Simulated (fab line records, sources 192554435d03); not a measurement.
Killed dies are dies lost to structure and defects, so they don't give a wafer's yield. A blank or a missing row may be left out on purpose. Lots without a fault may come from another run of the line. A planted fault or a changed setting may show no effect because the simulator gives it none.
fab line records | flow n5_finfet
record lots=13 wafers=36 last_day=18
route steps=1938 shown BEOL_M13@1704 TV_LITHO@1884 TV_OPEN@1889 PASSIVATION@1936
lots that met no fault: from a run of the same line without faults
start_h: hours from the record's first day to the start of the lot's first wafer shown | wait_h: hours since the lot's step before | " the same as in the row above | L1.1+2: a row that stands for several wafers | - no value, or no start given | * or withheld: withheld | < > ~ a bound
route shown NAME@n: a module of which the file shows steps, and the number in the route of the first | usual: mean/standard deviation of fault-free wafers | same: alike in all rows | chamber/n: place in a boat | sites: the reading at each site | _std_site: their standard deviation | _edge_site: outer sites' mean less inner sites' | radius_mm: how far each site lies from the wafer's centre | mask NAME#n: copy n | behind: the tool/chamber that last shaped the wafer | hold: why the lot was held/for how many hours/how that ended | device: the transistor (n, p or np) that didn't switch | end of line: the same wafers' tests at the end of the route | a step without rows: its recipe alone | killed: dies lost to structure and defects at the first sort, not the wafer's yield | map: a wafer's dies, x killed, . not, _ none there
set.NAME: the setting as run; set.NAME@STEP: as run at that earlier step | model.NAME: the simulator's own value behind a step, which no gauge read
steps of the route over a sample of lots; a table a step, a row a wafer
services: from which hour (start_h, from the record's first day; less than 0 if before it) a tool's chamber was out of use, for how many hours, and why
## steps
# step N5_BEOL_M13_PRE_CLEAN_42
# recipe gas=H2/He time_s=30 temp_c=250
# usual heater_power_w=317/22 susceptor_temp_C=250.00/0.17
# columns lot.wafer tool chamber start_h wait_h heater_power_w susceptor_temp_C
L721.2 pvd_sputter-03 - 263.51 0.0 296 250.04
L721.3 " - " " 309 249.98
L721.5 " - " " 333 249.93
L720.3 pvd_sputter-01 - 274.42 0.0 330 249.80
L720.4 " - " " 307 250.17
L720.5 " - " " 295 250.07
L722.1 pvd_sputter-02 - 274.96 0.0 297 250.06
L722.2 " - " " 360 250.14
L722.4 " - " " 298 250.26
L724.2 pvd_sputter-03 - 286.06 0.0 324 249.78
L724.3 " - " " 311 250.24
L724.6 " - " " 334 249.79
L725.2 pvd_sputter-03 - 290.30 0.0 331 250.16
L725.3 " - " " 353 250.13
L725.4 " - " " 318 249.91
L728.1 pvd_sputter-03 - 298.62 0.0 292 249.73
L728.2 " - " " 326 250.06
L728.6 " - " " 288 249.97
L732.1 pvd_sputter-02 - 327.72 0.0 346 250.16
L732.4 " - " " 305 249.77
L732.6 " - " " 283 250.10
L731.1 pvd_sputter-01 - 331.27 0.0 336 250.03
L731.5 " - " " 313 250.07
L735.4 pvd_sputter-01 - 338.07 0.0 337 250.11
L735.5 " - " " 350 250.07
L735.6 " - " " 298 249.98
L733.1 pvd_sputter-02 - 341.58 0.0 290 250.15
L733.2 " - " " 300 250.18
L733.3 " - " " 353 249.76
L739.4 pvd_sputter-01 - 359.33 0.0 301 250.01
L739.6 " - " " 334 250.03
L740.2 pvd_sputter-01 - 378.12 0.0 333 250.38
L740.3 " - " " 344 249.82
L740.6 " - " " 316 250.04
L742.4 pvd_sputter-02 - 397.17 0.0 346 249.85
L742.6 " - " " 273 249.90
# step N5_PASSIVATION_OVL_MEAS_60
# recipe points_per_wafer=44
# usual TV_OVL=3/7.1
# columns lot.wafer tool chamber start_h wait_h TV_OVL[nm]
L721.2 overlay-01 0 282.30 0.0 -1
L721.3 " 0 " " -1
L721.5 " 0 " " -5
L720.3 overlay-01 0 297.05 0.0 0
L720.4 " 0 " " -4
L720.5 " 0 " " -6
L722.1 overlay-02 0 297.38 0.0 -4
L722.2 " 0 " " 6
L722.4 " 0 " " 7
L724.2 overlay-01 0 306.20 0.0 -7
L724.3 " 0 " " -6
L724.6 " 0 " " -8
L725.2 overlay-01 0 309.29 0.0 -4
L725.3 " 0 " " 8
L725.4 " 0 " " 1
L728.1 overlay-01 0 319.76 0.0 1
L728.2 " 0 " " 8
L728.6 " 0 " " 9
L732.1 overlay-01 0 357.25 0.0 -4
L732.4 " 0 " " -7
L732.6 " 0 " " 0
L731.1 overlay-02 0 357.94 0.0 1
L731.5 " 0 " " 1
L735.4 overlay-01 0 361.67 0.0 3
L735.5 " 0 " " 4
L735.6 " 0 " " 2
L733.1 overlay-01 0 367.50 0.0 10
L733.2 " 0 " " 6
L733.3 " 0 " " 10
L739.4 overlay-01 0 378.61 0.0 -7
L739.6 " 0 " " -2
L740.2 overlay-02 0 399.63 0.0 0
L740.3 " 0 " " -7
L740.6 " 0 " " -1
L742.4 overlay-01 0 415.50 0.0 4
L742.6 " 0 " " 12
# step N5_PASSIVATION_STRIP_14
# recipe chemistry=O2 power_w=600 temp_c=60 pressure_mtorr=30 rf_frequency_hz=6e+07 bias_power_w=0 overash_fraction=0.5 o2_flow_sccm=225
# usual drypump_motor_current_A=5.7/0.41 oes_product_au=0.79/0.08 rf_vpp_V=3.7/0.97 showerhead_plenum_p_Torr=2.06/0.078 throttle_valve_pct=16.70/0.25
# columns lot.wafer tool chamber start_h wait_h drypump_motor_current_A oes_product_au rf_hours_counter_h rf_vpp_V showerhead_plenum_p_Torr throttle_valve_pct
L721.2 rie_diel-03 1 283.20 0.1 5.8 0.90 29 4.5 2.14 16.52
L721.3 " 2 " " 5.7 0.82 84 5.3 2.11 16.67
L721.5 " 2 " " 5.7 0.81 - 3.9 2.11 16.68
L720.3 rie_diel-04 2 297.67 0.1 5.5 0.91 29 4.2 2.17 16.66
L720.4 " 3 " " 6.0 0.88 40 2.7 2.05 16.56
L720.5 " 0 " " 6.4 0.75 - 3.9 1.93 16.81
L722.1 rie_diel-04 2 298.64 0.1 5.5 0.91 29 2.9 2.16 16.67
L722.2 " 1 " " 6.2 0.77 134 3.5 2.08 16.54
L722.4 " 0 " " 6.3 0.74 149 4.6 1.93 16.83
L724.2 rie_diel-02 0 306.69 0.1 5.0 0.74 187 2.8 1.92 16.86
L724.3 " 3 " " 5.4 0.70 201 3.0 2.09 16.83
L724.6 " 3 " " 5.4 0.70 - 3.1 2.09 16.85
L725.2 rie_diel-02 3 309.76 0.1 5.5 0.70 202 4.9 2.09 16.82
L725.3 " 1 " " 5.2 0.85 65 3.5 2.04 16.37
L725.4 " 0 " " 5.0 0.75 188 6.6 1.92 16.92
L728.1 rie_diel-04 0 320.18 0.1 6.3 0.75 156 4.4 1.93 16.82
L728.2 " 1 " " 6.2 0.76 141 4.6 2.08 16.56
L728.6 " 0 " " 6.4 0.75 - 2.7 1.93 16.81
L732.1 rie_diel-04 0 357.66 0.1 6.4 0.74 168 2.5 1.92 16.85
L732.4 " 2 " " 5.5 0.88 49 4.3 2.16 16.71
L732.6 " 1 " " 6.2 0.75 - 3.1 2.08 16.57
L731.1 rie_diel-03 0 358.35 0.1 5.4 0.69 237 4.0 2.09 17.33
L731.5 " 0 " " 5.4 0.67 - 3.5 2.09 17.27
L735.4 rie_diel-03 0 362.24 0.1 5.4 0.68 239 4.3 2.09 17.28
L735.5 " 3 " " 6.3 0.76 - 4.4 2.18 16.82
L735.6 " 0 " " 5.4 0.66 - 4.4 2.09 17.25
L733.1 rie_diel-03 1 368.00 0.1 5.8 0.86 57 3.9 2.13 16.54
L733.2 " 2 " " 5.7 0.79 113 4.1 2.10 16.76
L733.3 " 3 " " 6.3 0.76 159 4.7 2.18 16.79
L739.4 rie_diel-04 0 379.02 0.1 6.3 0.72 176 2.2 1.92 16.87
L739.6 " 2 " " 5.5 0.86 - 2.2 2.16 16.75
L740.2 rie_diel-04 2 400.24 0.1 5.5 0.86 60 2.7 2.15 16.73
L740.3 " 0 " " 6.4 0.72 180 3.8 1.92 16.87
L740.6 " 2 " " 5.5 0.86 - 5.5 2.15 16.75
L742.4 rie_diel-02 1 415.93 0.1 5.2 0.81 97 5.6 2.03 16.40
L742.6 " 3 " " 5.5 0.67 - 4.3 2.08 16.92
# step N5_PASSIVATION_PROBE_49
# usual defect_limited_yield=91.3/1.5 killed_at_M0_to_M3=31/11 killed_at_M4_up=14/5.1 killed_at_contacts=12/5.6 killed_at_front_end=42/12 killed_at_other=3.8/2.9 killed_dies=103/18 killed_open=67/14 killed_short=33/8 sort_bin_4_leakage=0.00/0.0073 sort_bin_5_function=5.1/1 sort_bin_6_memory=3.2/0.75 sort_n_pass=1077/18 sort_yield_pct=91.3/1.5
# same gross_dies=1180 killed_at_back_side=0 sort_bin_8_speed[%]=0
# columns lot.wafer tool chamber start_h wait_h defect_limited_yield[%] killed_at_M0_to_M3 killed_at_M4_up killed_at_contacts killed_at_front_end killed_at_other killed_dies killed_open killed_short sort_bin_4_leakage[%] sort_bin_5_function[%] sort_bin_6_memory[%] sort_n_pass sort_yield_pct[%]
L724.2 prober-02 - 314.68 0.1 89.7 33 19 10 57 2 121 80 37 0 5.5 4.2 1059 89.7
L724.3 prober-02 - 314.73 0.2 90.7 20 13 16 60 1 110 73 34 0 4.9 4.0 1070 90.7
L724.6 prober-02 - 314.88 0.3 89.8 47 20 5 47 1 120 69 50 0 5.9 3.9 1060 89.8
L725.2 prober-02 - 315.87 0.1 83.5 16 125 23 31 0 195 57 39 0 10.4 4.3 985 83.5
L725.3 prober-02 - 315.92 0.1 89.9 17 62 10 30 0 119 56 16 0 6.2 2.8 1061 89.9
L725.4 prober-02 - 315.97 0.2 83.3 17 104 16 57 3 197 79 25 0 11.5 3.6 983 83.3
L728.1 prober-01 - 326.26 0.0 87.2 30 67 14 34 6 151 60 40 0 7.3 4.0 1029 87.2
L728.2 prober-01 - 326.31 0.1 81.1 40 117 11 54 1 223 81 40 0 10.7 5.9 957 81.1
L728.6 prober-01 - 326.51 0.3 87.4 29 66 10 43 1 149 63 32 0 7.2 3.7 1031 87.4
L732.1 prober-01 - 364.25 0.0 89.8 28 16 20 54 2 120 72 45 0 5.2 4.3 1060 89.8
L732.4 prober-01 - 364.40 0.2 91.9 18 21 16 40 1 96 62 33 0 4.7 3.0 1084 91.9
L732.6 prober-01 - 364.50 0.3 91.8 24 13 10 47 3 97 60 35 0 4.8 3.1 1083 91.8
# killed by level:class
L724.2 STI_FIN_REVEAL:geometric_particle:open=26 BEOL_M0_SAQP:geometric_particle:open=14 MOL_CONTACT_COAG:geometric_particle:open=10 FIN_SAQP:geometric_particle:short=9 BEOL_M0_SAQP:geometric_particle:short=5 BEOL_M1:geometric_particle:open=5 GATE_CUT:geometric_particle:short=4 BEOL_M5:geometric_particle:open=4
L724.3 STI_FIN_REVEAL:geometric_particle:open=16 MOL_CONTACT_COAG:geometric_particle:open=16 FIN_SAQP:geometric_particle:short=10 FIN_SAQP:geometric_particle:open=9 BEOL_M0_SAQP:geometric_particle:open=6 BEOL_M4:geometric_particle:open=6 BEOL_M1:geometric_particle:open=5 BEOL_M0_SAQP:geometric_particle:short=5
L724.6 BEOL_M0_SAQP:geometric_particle:short=15 BEOL_M0_SAQP:geometric_particle:open=14 FIN_SAQP:geometric_particle:short=9 GATE_CUT:geometric_particle:short=9 BEOL_M4:geometric_particle:open=9 BEOL_M1:geometric_particle:open=8 STI_FIN_REVEAL:geometric_particle:open=8 FIN_SAQP:geometric_particle:open=7
L725.2 BEOL_M13:unspecified=99 MOL_CONTACT_COAG:geometric_particle:open=19 BEOL_M4:geometric_particle:short=14 STI_FIN_REVEAL:geometric_particle:open=9 GATE_CUT:geometric_particle:short=5 BEOL_M4:geometric_particle:open=5 ILD0:geometric_particle:open=4 ILD0:geometric_particle:short=4
L725.3 BEOL_M13:unspecified=47 MOL_CONTACT_COAG:geometric_particle:open=10 FIN_SAQP:geometric_particle:open=7 BEOL_M0_SAQP:geometric_particle:open=7 BEOL_M4:geometric_particle:open=6 STI_FIN_REVEAL:geometric_particle:open=5 DUMMY_GATE:geometric_particle:open=5 GATE_CUT:geometric_particle:short=3
L725.4 BEOL_M13:unspecified=87 STI_FIN_REVEAL:geometric_particle:open=15 MOL_CONTACT_COAG:geometric_particle:open=15 FIN_SAQP:geometric_particle:open=12 BEOL_M4:geometric_particle:open=7 DUMMY_GATE:geometric_particle:open=6 BEOL_M3:geometric_particle:open=6 FIN_SAQP:geometric_particle:short=5
L728.1 BEOL_M13:unspecified=48 BEOL_M0_SAQP:geometric_particle:short=14 MOL_CONTACT_COAG:geometric_particle:open=13 FIN_SAQP:geometric_particle:short=5 FIN_SAQP:geometric_particle:open=5 STI_FIN_REVEAL:geometric_particle:open=5 BEOL_M0_SAQP:geometric_particle:open=5 BEOL_M3:geometric_particle:open=5
L728.2 BEOL_M13:unspecified=96 BEOL_M0_SAQP:geometric_particle:short=14 STI_FIN_REVEAL:geometric_particle:open=13 BEOL_M0_SAQP:geometric_particle:open=11 MOL_CONTACT_COAG:geometric_particle:open=8 BEOL_M4:geometric_particle:open=7 BEOL_M5:geometric_particle:open=7 BEOL_M3:geometric_particle:open=6
L728.6 BEOL_M13:unspecified=54 STI_FIN_REVEAL:geometric_particle:open=9 MOL_CONTACT_COAG:geometric_particle:open=8 BEOL_M4:geometric_particle:open=8 BEOL_M0_SAQP:geometric_particle:open=7 FIN_SAQP:geometric_particle:open=6 FIN_SAQP:geometric_particle:short=6 GATE_CUT:geometric_particle:short=6
L732.1 MOL_CONTACT_COAG:geometric_particle:open=18 STI_FIN_REVEAL:geometric_particle:open=12 GATE_CUT:geometric_particle:open=11 GATE_CUT:geometric_particle:short=8 BEOL_M0_SAQP:geometric_particle:short=7 BEOL_M2:geometric_particle:short=7 FIN_SAQP:geometric_particle:short=6 FIN_SAQP:geometric_particle:open=6
L732.4 FIN_SAQP:geometric_particle:open=14 MOL_CONTACT_COAG:geometric_particle:open=14 FIN_SAQP:geometric_particle:short=6 GATE_CUT:geometric_particle:short=6 BEOL_M4:geometric_particle:open=5 BEOL_M1:geometric_particle:open=4 BEOL_M2:geometric_particle:short=4 BEOL_M7:geometric_particle:open=4
L732.6 STI_FIN_REVEAL:geometric_particle:open=17 MOL_CONTACT_COAG:geometric_particle:open=7 FIN_SAQP:geometric_particle:open=5 BEOL_M1:geometric_particle:short=5 FIN_SAQP:geometric_particle:short=4 BEOL_M3:geometric_particle:open=4 BEOL_M4:geometric_particle:open=4 STI_FIN_REVEAL:geometric_particle:short=3
## services
# columns tool chamber start_h hours kind
rie_diel-02 0 259.82 6.2 repair
rie_diel-02 2 266.34 - clean
rie_diel-02 2 266.34 - consumable_replace:focus_ring
rie_diel-02 2 266.34 18.4 scheduled_down
rie_diel-02 2 266.34 18.4 vent_cycle
rie_diel-04 2 277.56 5.6 repair
rie_diel-03 3 325.77 3.3 repair
rie_diel-03 0 401.16 - clean
rie_diel-03 0 401.16 - consumable_replace:focus_ring
rie_diel-03 0 401.16 20.1 scheduled_down
rie_diel-03 0 401.16 20.1 vent_cycle
pvd_sputter-01 - 415.53 0.6 repair
## key
first_sign step=N5_PASSIVATION_PROBE_49 reading=killed_at_M4_up direction=up sigmas=15 usual=14 struck=90
effect step=N5_PASSIVATION_PROBE_49 reading=killed_dies direction=up sigmas=3.8 usual=103 struck=172
more_kills_born_at N5_BEOL_M13_PRE_CLEAN_42@pvd_sputter-03=431
met_at N5_BEOL_M13_PRE_CLEAN_42
struck_lots L725,L728
not_acting_at N5_PASSIVATION_OVL_MEAS_60,N5_PASSIVATION_STRIP_14
onset_between 286.06 290.30
fault kind=chamber_particle_source tool=pvd_sputter-03 chamber=- onset_h=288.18 steps=N5_BEOL_M13_PRE_CLEAN_42 rate_per_visit_cm2=0.48011
